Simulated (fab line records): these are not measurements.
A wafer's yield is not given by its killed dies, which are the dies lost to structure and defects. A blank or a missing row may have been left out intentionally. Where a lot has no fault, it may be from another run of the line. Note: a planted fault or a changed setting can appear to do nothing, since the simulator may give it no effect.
Lot-split experiment | flow n5Finfet | 39 wafers read from 7 lots, route of 1938 steps

## SPLIT DETAILS
At N5_BEOL_M6_ETCH_62 (etches SOC in N2/H2, target depth 110 nm, overetch 22 nm, time 165 s), the setting timeS was moved away from the recipe's 165 s on 18 of the 39 wafers read, by -47.8% to +49.3%. All remaining wafers had this setting at the recipe value.

Reading taken at the split's own step.

## THE READING
SiARC_of_BEOL_M6_COAT_60.thkNm (the simulator's own value, which no gauge read), in nm, at N5_BEOL_M6_ETCH_62 (etches SOC in N2/H2, target depth 110 nm, overetch 22 nm, time 165 s). The file does not state a usual value for it. Here, 21 wafers ran the recipe; their average is 28.5 nm with a standard deviation of 0.27 nm.

wafer  | tool, chamber at the split | timeS as run, s | against the recipe | SiARC_of_BEOL_M6_COAT_60.thkNm, nm | against lot-mates on the recipe
L076.1 | rieDiel-04, 1              | 240.1           | +45.5%             | 25.4                               | -3.3
L076.2 | rieDiel-04, 2              | 165             | recipe             | 28.6                               | -
L076.3 | rieDiel-04, 3              | 240.1           | +45.5%             | 25.2                               | -3.5
L076.6 | rieDiel-04, 3              | 240.1           | +45.5%             | 25.2                               | -3.5
L076.4 | rieDiel-04, 0,2            | 165             | recipe             | 28.8                               | -
L076.5 | rieDiel-04, 0,2            | 165             | recipe             | 28.8                               | -
L084.1 | rieDiel-03, 3              | 246.3           | +49.3%             | 24.8                               | -3.5
L084.2 | rieDiel-03, 1              | 165             | recipe             | 28                                 | -
L084.3 | rieDiel-03, 2              | 165             | recipe             | 28.4                               | -
L084.6 | rieDiel-03, 2              | 165             | recipe             | 28.4                               | -
L084.4 | rieDiel-03, 0              | 246.3           | +49.3%             | 25.4                               | -2.9
L084.5 | rieDiel-03, 3              | 246.3           | +49.3%             | 24.6                               | -3.7
L085.1 | rieDiel-05, 1              | 86.12           | -47.8%             | 31.8                               | +3.3
L085.2 | rieDiel-05, 2              | 165             | recipe             | 28.4                               | -
L085.3 | rieDiel-05, 3,1            | 86.12           | -47.8%             | 32                                 | +3.5
L085.4 | rieDiel-05, 3,1            | 86.12           | -47.8%             | 32                                 | +3.5
L085.5 | rieDiel-05, 3              | 165             | recipe             | 29                                 | -
L085.6 | rieDiel-05, 2              | 165             | recipe             | 28.2                               | -
L089.1 | rieDiel-05, 3              | 165             | recipe             | 28.8                               | -
L089.3 | rieDiel-05, 1              | 165             | recipe             | 28.6                               | -
L089.6 | rieDiel-05, 2              | 165             | recipe             | 28.2                               | -
L088.1 | rieDiel-04, 1              | 238.5           | +44.5%             | 25.4                               | -3.2
L088.6 | rieDiel-04, 1              | 238.5           | +44.5%             | 25.4                               | -3.2
L088.2 | rieDiel-04, 0              | 165             | recipe             | 28.8                               | -
L088.3 | rieDiel-04, 3              | 165             | recipe             | 28.6                               | -
L088.4 | rieDiel-04, 0              | 238.5           | +44.5%             | 26                                 | -2.6
L088.5 | rieDiel-04, 3              | 165             | recipe             | 28.4                               | -
L090.1 | rieDiel-04, 2,3            | 165             | recipe             | 28.4                               | -
L090.5 | rieDiel-04, 2,3            | 165             | recipe             | 28.4                               | -
L090.2 | rieDiel-04, 3,1            | 119.2           | -27.8%             | 30.2                               | +1.7
L090.3 | rieDiel-04, 3,1            | 119.2           | -27.8%             | 30.2                               | +1.7
L090.4 | rieDiel-04, 0              | 165             | recipe             | 28.6                               | -
L090.6 | rieDiel-04, 2              | 119.2           | -27.8%             | 30.4                               | +1.9
L092.1 | rieDiel-03, 3,2,2          | 102.5           | -37.9%             | 30.8                               | +2.5
L092.2 | rieDiel-03, 3,2,2          | 102.5           | -37.9%             | 30.8                               | +2.5
L092.6 | rieDiel-03, 3,2,2          | 102.5           | -37.9%             | 30.8                               | +2.5
L092.3 | rieDiel-03, 0              | 165             | recipe             | 28.6                               | -
L092.4 | rieDiel-03, 1              | 165             | recipe             | 28.2                               | -
L092.5 | rieDiel-03, 1              | 165             | recipe             | 28                                 | -
Where a row lists several chambers, the file gives one row for several wafers and doesn't say which wafer went through which chamber.

FIT RESULTS
A straight line over all 39 wafers: SiARC_of_BEOL_M6_COAT_60.thkNm changes by -0.0685 nm for each +1% of timeS; r = -0.99; the points scatter about the line by 0.27 nm.
The same after taking each lot's own level away (the mean of its wafers on the recipe; 39 wafers): -0.0696 nm for each +1%; r = -0.99; scatter 0.23 nm.
That fit puts the effect of the largest move of timeS on the reading at 3.4 nm.
The span of the lots' own levels, 28.27 to 28.73 nm, comes to 1.8 times the standard deviation stated above.
So the lot-to-lot level changes the slope little: the two slopes agree.
Check: with one of the wafers moved furthest among these (+49.3%) left out of the fit, the line predicts -3.45 nm for it against its lot-mates. Against them it came out at -3.47 nm.

## ADDITIONAL SPLITS CARRIED BY THESE WAFERS
These wafers also went through other splits before the reading. Each is held against what the fit with the lots' levels taken away leaves over:
other split on the same wafers      | wafers away from the commonest value | r with SiARC_of_BEOL_M6_COAT_60.thkNm (lot level and that fit taken away)
N5_FIN_SAQP_ETCH_69 targetDepthA    | 15                                   | -0.01
N5_HKMG_FIN_DEVELOP_48 developTimeS | 12                                   | -0.18
N5_MOL_CONTACT_COAG_ETCH_91 timeS   | 18                                   | -0.09
N5_BEOL_M4_DESCUM_33 timeS          | 15                                   | -0.21

## THE WHOLE CHAIN: every reading that the file lists as answering this split, in the file's order
step                  | what it does                                                         | reading                                                                         | change (the file's fit)                                                              | r (the file's)
N5_BEOL_M6_ETCH_62    | etches SOC in N2/H2, target depth 110 nm, overetch 22 nm, time 165 s | SiARC_of_BEOL_M6_COAT_60.thkNm (the simulator's own value, which no gauge read) | -0.0696 nm for each +1% of the setting                                               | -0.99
N5_BEOL_M6_HM_OPEN_17 | chemistry Cl2/BCl3, target TiN, target depth 20 nm, overetch 6 nm    | etch.depthNm (the simulator's own value, which no gauge read)                   | not straight: 20.13 at the lowest setting, 19.87 at the recipe, 11.81 at the highest | not given

## THE FILE'S OWN FIT
SiARC_of_BEOL_M6_COAT_60.thkNm changes by -0.0696 nm for each +1% of timeS, r = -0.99.
